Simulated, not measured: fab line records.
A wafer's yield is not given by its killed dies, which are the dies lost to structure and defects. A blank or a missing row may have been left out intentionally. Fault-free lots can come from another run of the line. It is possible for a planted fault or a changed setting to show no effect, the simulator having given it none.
fab line records | flow n5-finfet
record: lots: 6 wafers: 18 last-day: 19
route steps=1938 shown ZERO_LAYER@4 BEOL_M4@1111 PASSIVATION@1936
lots that met no fault: from a run of the same line without faults
start-h: hours from the record's first day to the start of the lot's first wafer shown | wait-h: how many hours have passed since the lot's step before this one | " identical to the entry in the row above | L1.1+2: one row covering several wafers at once | - no value, or no start given | * or withheld: withheld | < > ~ a bound
route shown NAME@n: NAME is a module with steps in the file, n the number in the route of the first one | usual: mean/standard deviation taken from wafers without a fault | same: alike in all rows | chamber/n: place in a boat | sites: readings site by site | _std_site: how widely they spread, as a standard deviation | _edge_site: inner sites' mean taken away from outer sites' mean | radius-mm: for every site, how far away it sits from the centre of the wafer | mask NAME#n: copy n | behind: tool/chamber where the wafer was last shaped | hold: why the lot went on hold/how many hours it stayed there/how the hold came to an end | device: transistor that didn't switch, given as n, p or np | end of line: tests run on the same wafers once the route is complete | for a step that has no rows: nothing shown but its recipe | killed: the dies lost at the first sort to structure and to defects; this is not the yield of the wafer | map: dies across one wafer; x = killed, . = not, _ = none there
set.NAME: setting as actually run; set.NAME@STEP: the setting as run at that earlier step | model.NAME: the simulator's own value behind a step, which no gauge read
lots at some steps of the route; a table a step, a row a wafer
services: from which hour (start-h, from the record's first day; less than 0 if before it) a tool's chamber was out of use, for how many hours, and why
== steps ==
step: N5_ZERO_LAYER_PECVD_02
recipe: material: SiO2 target-thk-a: 100 temp-c: 400 precursor: SiH4/N2O pressure-torr: 0.75 rf-w: 275 time-s: 6
usual: heater-power-w: 749/92 showerhead-plenum-p-Torr: 8.19/0.13 susceptor-temp-C: 400.02/0.23
columns lot.wafer tool chamber start-h wait-h heater-power-w showerhead-plenum-p-Torr susceptor-temp-C
L593.1 pecvd-04 2 12.28 0.0 739 8.28 399.78
L593.4 " 2 " " 730 8.31 400.37
L593.6 " 1 " " 732 8.08 400.33
L598.2 pecvd-04 0 42.30 0.0 620 8.38 399.92
L598.3 " 2 " " 652 8.30 399.84
L598.5 " 1 " " 726 8.09 399.86
L604.2 pecvd-04 0 78.28 0.0 627 8.39 400.06
L604.3 " 2 " " 728 8.29 400.00
L604.6 " 0 " " 640 8.37 400.15
L606.2 pecvd-02 0 90.28 0.0 868 8.14 400.15
L606.3 " 2 " " 797 8.24 399.91
L606.4 " 1 " " 657 8.13 399.87
L614.2 pecvd-04 0 138.28 0.0 662 8.38 400.23
L614.4 " 0 " " 658 8.40 399.88
L614.6 " 1 " " 621 8.10 399.96
L615.2 pecvd-01 0 144.28 0.0 868 8.40 399.75
L615.3 " 2 " " 715 8.00 400.04
L615.4 " 0 " " 858 8.37 399.76
step: N5_ZERO_LAYER_HMDS_04
recipe: time-s: 60 temp-c: 120
step: N5_ZERO_LAYER_COAT_05
recipe: spin-rpm: 1500 resist-thk-nm: 1000
step: N5_ZERO_LAYER_EBR_07
recipe: solvent: PGMEA ebr-width-mm: 1.5
step: N5_ZERO_LAYER_SOFTBAKE_06
recipe: temp-c: 100 time-s: 90
step: N5_ZERO_LAYER_EXPOSE_08
recipe: mask-id: ZERO na: 0.55 source-shape: conventional sigma-outer: 0.8 polarization: unpolarized defocus-nm: 0 target-cd-nm: 2000 dose-mj: 16.2
step: N5_ZERO_LAYER_PEB_09
recipe: peb-temp-c: withheld peb-time-s: *
step: N5_ZERO_LAYER_DEVELOP_10
recipe: develop-time-s: 60 rinse-liquid: diw dry: air-spin dev-temp-c: 21
step: N5_ZERO_LAYER_HARDBAKE_23
recipe: temp-c: 130 time-s: 120
step: N5_ZERO_LAYER_CD_MEAS_11
recipe: target-cd-nm: 2000 landing-energy-ev: 500 detector: se-inlens
usual: cd-nm: 2000.1/1.9
same: landing-energy-ev: 500
columns lot.wafer tool chamber start-h wait-h cd-nm
L593.1 cd-sem-01 0 12.64 - 1998.6
L593.4 " 0 " " 1999.2
L593.6 " 0 " " 1996.4
L598.2 cd-sem-01 0 42.81 - 1997.4
L598.3 " 0 " " 1997.1
L598.5 " 0 " " 1998.6
L604.2 cd-sem-02 0 78.66 - 2002.0
L604.3 " 0 " " 1999.2
L604.6 " 0 " " 2002.4
L606.2 cd-sem-03 0 90.64 - 1999.7
L606.3 " 0 " " 1999.4
L606.4 " 0 " " 1997.2
L614.2 cd-sem-01 0 138.64 - 2000.3
L614.4 " 0 " " 2000.0
L614.6 " 0 " " 1998.5
L615.2 cd-sem-02 0 144.64 - 2004.0
L615.3 " 0 " " 2001.3
L615.4 " 0 " " 2002.9
step: N5_ZERO_LAYER_DESCUM_16
recipe: chemistry: O2 time-s: 7.9 source-power-w: 50 bias-power-w: 20 pressure-mtorr: 20 rf-frequency-hz: 2.712e+07 temp-c: 40 o2-flow-sccm: 225
usual: drypump-motor-current-A: 5.6/0.42 oes-product-au: 0.77/0.077 rf-vpp-V: 243.5/1.2 showerhead-plenum-p-Torr: 2.11/0.059 throttle-valve-pct: 20.43/0.19
columns lot.wafer tool chamber start-h wait-h drypump-motor-current-A oes-product-au rf-hours-counter-h rf-vpp-V showerhead-plenum-p-Torr throttle-valve-pct
L593.1 rie-diel-06 3 12.68 0.0 5.6 0.76 133 245.0 2.20 20.55
L593.4 " 1 " " 6.6 0.71 183 243.3 2.08 20.44
L593.6 " 2 " " 5.6 0.79 - 244.1 2.18 20.34
L598.2 rie-diel-06 2 42.84 0.0 5.6 0.77 137 244.6 2.18 20.34
L598.3 " 0 " " 5.2 0.84 72 242.1 2.03 20.55
L598.5 " 2 " " 5.6 0.77 - 243.5 2.18 20.35
L604.2 rie-diel-06 0 78.70 0.0 5.2 0.84 83 243.1 2.03 20.58
L604.3 " 3 " " 5.7 0.74 154 243.8 2.19 20.58
L604.6 " 1 " " 6.5 0.70 - 243.2 2.08 20.47
L606.2 rie-diel-02 3 90.91 0.3 5.6 0.69 233 241.8 2.04 20.52
L606.3 " 1 " " 5.6 0.90 18 241.6 2.04 20.32
L606.4 " 2 " " 6.0 0.78 130 242.7 2.11 20.38
L614.2 rie-diel-05 0 138.68 0.0 5.3 0.86 71 241.9 2.03 20.05
L614.4 " 1 " " 5.6 0.71 200 243.6 2.15 20.29
L614.6 " 0 " " 5.3 0.86 - 242.2 2.03 20.06
L615.2 rie-diel-02 3 144.68 0.0 5.6 0.66 249 242.1 2.04 20.55
L615.3 " 1 " " 5.7 0.87 33 242.7 2.04 20.35
L615.4 " 0 " " 5.1 0.70 183 246.7 2.17 20.72
step: N5_ZERO_LAYER_ETCH_17
recipe: chemistry: CF4 target: SiO2 target-depth-a: 120 time-s: 13.3 ion-energy-ev: 350 pressure-mtorr: 40 source-w: 450 bias-w: 215 Ar_flow_sccm: 100 cf4-flow-sccm: 100
usual: drypump-motor-current-A: 5.6/0.43 oes-product-au: 0.78/0.072 rf-fwd-power-W: 445.8/1.8 rf-vpp-V: 950/3.5 showerhead-plenum-p-Torr: 2.16/0.057 throttle-valve-pct: 15.68/0.22
columns lot.wafer tool chamber start-h wait-h drypump-motor-current-A oes-product-au rf-fwd-power-W rf-hours-counter-h rf-vpp-V showerhead-plenum-p-Torr throttle-valve-pct
L593.1 rie-diel-06 3 12.72 0.0 5.6 0.76 443.8 133 954 2.23 15.72
L593.4 " 1 " " 6.5 0.72 446.0 183 948 2.13 15.69
L593.6 " 2 " " 5.7 0.79 446.3 - 955 2.25 15.59
L598.2 rie-diel-06 2 42.88 0.0 5.6 0.78 443.1 137 956 2.24 15.62
L598.3 " 0 " " 5.2 0.83 444.7 72 946 2.09 15.79
L598.5 " 2 " " 5.6 0.78 444.4 - 954 2.24 15.63
L604.2 rie-diel-06 0 78.73 0.0 5.1 0.83 443.4 83 943 2.09 15.80
L604.3 " 3 " " 5.6 0.73 444.5 154 955 2.22 15.77
L604.6 " 1 " " 6.5 0.70 446.7 - 947 2.12 15.74
L606.2 rie-diel-02 3 90.94 0.0 5.6 0.70 445.6 233 946 2.09 15.75
L606.3 " 1 " " 5.6 0.88 448.0 18 945 2.10 15.64
L606.4 " 2 " " 6.0 0.80 451.4 130 949 2.14 15.58
L614.2 rie-diel-05 0 138.71 0.0 5.3 0.87 446.2 71 946 2.09 15.33
L614.4 " 1 " " 5.6 0.74 446.8 200 952 2.20 15.64
L614.6 " 0 " " 5.3 0.87 444.5 - 944 2.09 15.34
L615.2 rie-diel-02 3 144.72 0.0 5.6 0.69 444.6 249 946 2.09 15.81
L615.3 " 1 " " 5.6 0.86 446.5 33 945 2.10 15.68
L615.4 " 0 " " 5.1 0.70 446.8 183 954 2.23 16.03
step: N5_ZERO_LAYER_ETCH_18
recipe: chemistry: HBr/Cl2 target: Si target-depth-a: 1200 time-s: 40 pressure-mtorr: 10 icp-w: 800 bias-w: 75 HBr_flow_sccm: 150 Cl2_flow_sccm: 80
usual: drypump-motor-current-A: 5.7/0.51 he-backside-leak-sccm: 2.8/0.38 mfc-cl2-sccm: 80.00/0.25 oes-product-au: 1.005/0.012 rf-fwd-power-W: 795.4/3 throttle-valve-pct: 36.4/0.42
columns lot.wafer tool chamber start-h wait-h drypump-motor-current-A he-backside-leak-sccm mfc-cl2-sccm oes-product-au rf-fwd-power-W rf-hours-counter-h throttle-valve-pct model.etch.depth-nm model.ZERO_LAYER.feature-depth-nm
L593.1 rie-si-03 0 12.79 0.0 6.3 3.0 79.75 1.028 798.6 203 36.7 118.6 118.6
L593.4 " 1 " " 5.0 2.3 80.02 1.013 800.9 44 35.9 122.8 122.8
L593.6 " 3 " " 5.8 2.9 79.67 0.988 796.5 - 37.2 121.1 121.1
L598.2 rie-si-05 0 42.95 0.0 5.6 2.4 79.92 1.007 792.2 41 36.3 119.6 119.6
L598.3 " 1 " " 5.6 2.7 80.09 0.997 796.7 113 36.0 119.5 119.5
L598.5 " 3 " " 6.1 2.8 80.13 1.012 794.9 - 36.6 119.9 119.9
L604.2 rie-si-03 2 78.80 0.0 5.1 3.4 80.08 1.007 601.0 119 36.2 105 105
L604.3 " 0 " " 6.3 2.7 80.04 1.012 605.7 0 36.5 103.8 103.8
L604.6 " 1 " " 5.0 2.1 79.98 1.004 605.6 - 35.9 105.8 105.8
L606.2 rie-si-03 3 91.02 0.0 5.8 3.1 79.78 0.978 607.2 2 37.2 106.3 106.3
L606.3 " 0 " " 6.3 2.8 79.84 1.014 607.2 0 36.5 105 105
L606.4 " 1 " " 5.0 2.2 79.96 1.007 607.0 45 35.9 107 107
L614.2 rie-si-05 0 138.79 0.0 5.6 2.4 80.17 1.014 792.8 42 36.3 121.1 121.1
L614.4 " 3 " " 6.1 2.7 80.25 1.013 793.5 90 36.6 120 120
L614.6 " 2 " " 6.3 4.9 80.18 1.000 791.8 - 36.0 120.9 120.9
L615.2 rie-si-04 3 144.79 0.0 6.5 2.7 80.20 1.020 795.0 49 36.4 119.5 119.5
L615.3 " 1 " " 6.4 2.6 79.84 1.022 793.2 177 36.5 116.9 116.9
L615.4 " 0 " " 5.2 3.3 80.23 1.023 795.9 178 36.0 118.4 118.4
step: N5_ZERO_LAYER_STRIP_24
recipe: chemistry: O2 power-w: 1000 temp-c: 250 overash-fraction: 0.3 pressure-mtorr: 1000 o2-flow-sccm: 6750
usual: drypump-motor-current-A: 5.3/0.43 heater-power-w: 315/12 oes-product-au: 0.648/0.0047 strip-time-to-endpoint-s: 43.86/0.087
columns lot.wafer tool chamber start-h wait-h drypump-motor-current-A heater-power-w oes-product-au rf-hours-counter-h strip-time-to-endpoint-s
L593.1 plasma-asher-02 1 12.89 0.1 4.7 294 0.647 80 43.88
L593.4 " 1 " " 4.7 298 0.650 - 43.86
L593.6 " 1 " " 4.7 298 0.653 - 43.92
L598.2 plasma-asher-01 0 43.05 0.1 5.2 334 0.651 26 43.89
L598.3 " 1 " " 5.9 309 0.652 - 43.91
L598.5 " 0 " " 5.2 322 0.644 - 43.86
L604.2 plasma-asher-01 0 78.91 0.1 5.2 330 0.643 33 43.98
L604.3 " 0 " " 5.2 323 0.639 - 43.90
L604.6 " 1 " " 5.9 325 0.652 - 43.90
L606.2 plasma-asher-02 1 91.12 0.1 4.7 306 0.642 98 43.92
L606.3 " 1 " " 4.7 305 0.654 - 43.88
L606.4 " 0 " " 5.2 314 0.646 - 43.81
L614.2 plasma-asher-02 1 138.89 0.1 4.7 293 0.646 106 43.96
L614.4 " 0 " " 5.2 324 0.652 - 43.85
L614.6 " 0 " " 5.3 319 0.653 - 43.95
L615.2 plasma-asher-02 0 144.89 0.1 5.2 316 0.649 107 43.96
L615.3 " 1 " " 4.7 300 0.642 - 44.05
L615.4 " 0 " " 5.2 324 0.651 - 43.99
step: N5_BEOL_M4_RC_MEAS_101
usual: DIBL_N: 36.5/1.9 DIBL_P: 36.4/2.2 IOFF_N: 0.17/0.034 IOFF_P: 0.21/0.036 ION_N: 678/12 ION_P: 462/7.1 SS_N: 71.7/0.61 SS_P: 73.4/0.71 VT_N: 249/3.5 VT_P: -251/3
columns lot.wafer tool chamber start-h wait-h DIBL_N[mV/V] DIBL_P[mV/V] IOFF_N[nA/um] IOFF_P[nA/um] ION_N[uA/um] ION_P[uA/um] SS_N[mV/dec] SS_P[mV/dec] VT_N[mV] VT_P[mV]
L593.1 prober-01 0 185.69 0.0 37.4 36.8 0.19 0.22 689 459 72.2 74.1 246 -253
L593.4 " 0 " " 35.6 35.5 0.15 0.20 672 459 71.5 73.1 252 -252
L593.6 " 0 " " 36.9 37.2 0.17 0.23 681 462 71.7 73.8 249 -251
L598.2 prober-02 0 209.56 0.2 39.7 41.1 0.24 0.31 690 470 73.1 75.1 242 -247
L598.3 " 0 " " 35.9 35.4 0.16 0.20 673 456 71.1 72.3 250 -251
L598.5 " 0 " " 38.7 37.9 0.23 0.26 690 466 71.9 74.1 244 -250
L604.2 prober-02 0 274.70 0.2 35.1 35.2 0.13 0.17 678 462 71.4 72.1 253 -255
L604.3 " 0 " " 37.2 36.2 0.14 0.19 665 457 72.5 72.8 253 -250
L604.6 " 0 " " 34.6 33.8 0.11 0.15 647 441 70.9 72.4 257 -256
L606.2 prober-01 0 289.64 0.2 39.4 39.8 0.20 0.22 678 455 72.7 74.0 248 -254
L606.3 " 0 " " 39.5 40.4 0.22 0.25 705 469 71.9 74.3 245 -252
L606.4 " 0 " " 37.7 37.5 0.16 0.19 670 451 72.4 74.2 251 -253
L614.2 prober-01 0 308.18 0.3 35.7 37.7 0.17 0.20 696 474 71.8 73.0 247 -252
L614.4 " 0 " " 36.2 37.8 0.18 0.19 694 459 72.1 73.6 249 -253
L614.6 " 0 " " 36.0 37.4 0.17 0.19 691 455 72.1 73.1 249 -253
L615.2 prober-01 0 334.01 0.2 38.2 38.9 0.22 0.23 683 458 72.1 74.4 244 -248
L615.3 " 0 " " 37.7 37.7 0.19 0.20 680 456 71.4 73.8 246 -250
L615.4 " 0 " " 32.8 32.9 0.12 0.15 671 462 70.5 71.9 251 -255
step: N5_PASSIVATION_PROBE_49
usual: defect-limited-yield: 91.0/1.5 killed_at_M0_to_M3: 35/11 killed_at_M4_up: 13/5 killed-at-contacts: 12/5.9 killed-at-front-end: 42/13 killed-at-other: 3/3.2 killed-dies: 106/18 killed-open: 69/13 killed-short: 35/8.9 sort_bin_5_function: 5.2/0.95 sort_bin_6_memory: 3.3/0.71 sort_bin_8_speed: 0.00/0.016 sort-n-pass: 1074/18 sort-yield-pct: 91.0/1.5
same: gross-dies: 1180 killed-at-back-side: 0 sort_bin_4_leakage[%]: 0
columns lot.wafer tool chamber start-h wait-h defect-limited-yield[%] killed_at_M0_to_M3 killed_at_M4_up killed-at-contacts killed-at-front-end killed-at-other killed-dies killed-open killed-short sort_bin_5_function[%] sort_bin_6_memory[%] sort_bin_8_speed[%] sort-n-pass sort-yield-pct[%]
L598.2 prober-02 - 339.92 0.1 89.5 34 8 19 61 2 124 80 43 6.4 3.8 0 1056 89.5
L598.3 prober-02 - 339.97 0.1 91.2 21 9 15 57 2 104 72 32 5.4 3.3 0 1076 91.2
L598.5 prober-02 - 340.07 0.2 91.4 31 15 7 47 2 102 65 36 4.9 3.4 0 1078 91.4
killed by level:class
L598.2 STI_FIN_REVEAL:geometric-particle:open=18 MOL_CONTACT_COAG:geometric-particle:open=16 FIN_SAQP:geometric-particle:short=11 FIN_SAQP:geometric-particle:open=8 BEOL_M0_SAQP:geometric-particle:open=7 BEOL_M3:geometric-particle:open=7 GATE_CUT:geometric-particle:short=6 BEOL_M0_SAQP:geometric-particle:short=6
L598.3 STI_FIN_REVEAL:geometric-particle:open=18 MOL_CONTACT_COAG:geometric-particle:open=15 FIN_SAQP:geometric-particle:short=10 STI_FIN_REVEAL:geometric-particle:short=7 DUMMY_GATE:geometric-particle:open=7 FIN_SAQP:geometric-particle:open=6 BEOL_M0_SAQP:geometric-particle:open=5 BEOL_M2:geometric-particle:open=5
L598.5 STI_FIN_REVEAL:geometric-particle:open=13 BEOL_M0_SAQP:geometric-particle:open=11 DUMMY_GATE:geometric-particle:open=7 GATE_CUT:geometric-particle:short=7 BEOL_M0_SAQP:geometric-particle:short=7 MOL_CONTACT_COAG:geometric-particle:open=5 FIN_SAQP:geometric-particle:short=4 STI_FIN_REVEAL:geometric-particle:short=4
== services ==
columns tool chamber start-h hours kind
pecvd-02 2 -9.05 12.7 repair
pecvd-04 1 -6.19 5.5 scheduled-down
rie-si-05 - -3.03 0.3 repair
pecvd-04 - -2.16 0.5 repair
plasma-asher-02 - 3.41 4.2 repair
pecvd-01 2 8.58 4.8 repair
rie-diel-02 1 10.02 - clean
rie-diel-02 1 10.02 - consumable-replace:focus-ring
rie-diel-02 1 10.02 19.7 scheduled-down
pecvd-01 - 12.15 6.0 pm
pecvd-02 - 17.60 1.1 repair
rie-si-03 - 26.89 2.6 repair
rie-diel-05 0 32.32 29.0 repair
rie-diel-06 1 36.08 7.9 repair
plasma-asher-01 - 40.07 1.4 repair
rie-si-03 1 41.53 2.1 repair
rie-diel-05 3 51.80 1.8 repair
rie-si-03 - 54.11 4.0 pm
rie-si-04 - 61.52 0.4 repair
rie-si-05 3 70.10 7.6 repair
rie-diel-06 - 95.50 1.1 repair
rie-diel-02 0 110.40 10.7 repair
rie-si-03 1 120.04 5.0 repair
rie-diel-02 - 134.86 0.7 repair
== key ==
first-sign: step: N5_ZERO_LAYER_ETCH_18 reading: rf-fwd-power-W direction: down sigmas: 64 usual: * struck: *
effect none on later readings
model-effect: step: N5_ZERO_LAYER_ETCH_18 value: etch.depth-nm without: 119.8 struck: 105.5
met-at N5_ZERO_LAYER_ETCH_18
struck-wafers L604.2,L604.3,L604.6,L606.2,L606.3,L606.4
onset-between 12.79 78.80
fault: kind: process-parameter-drift tool: rie-si-03 chamber: - onset-h: 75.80 steps: N5_ZERO_LAYER_ETCH_18 channel: icp-w offset: -192 shape: step end-h: 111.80 acts-in: these-recipes-only stated: 800
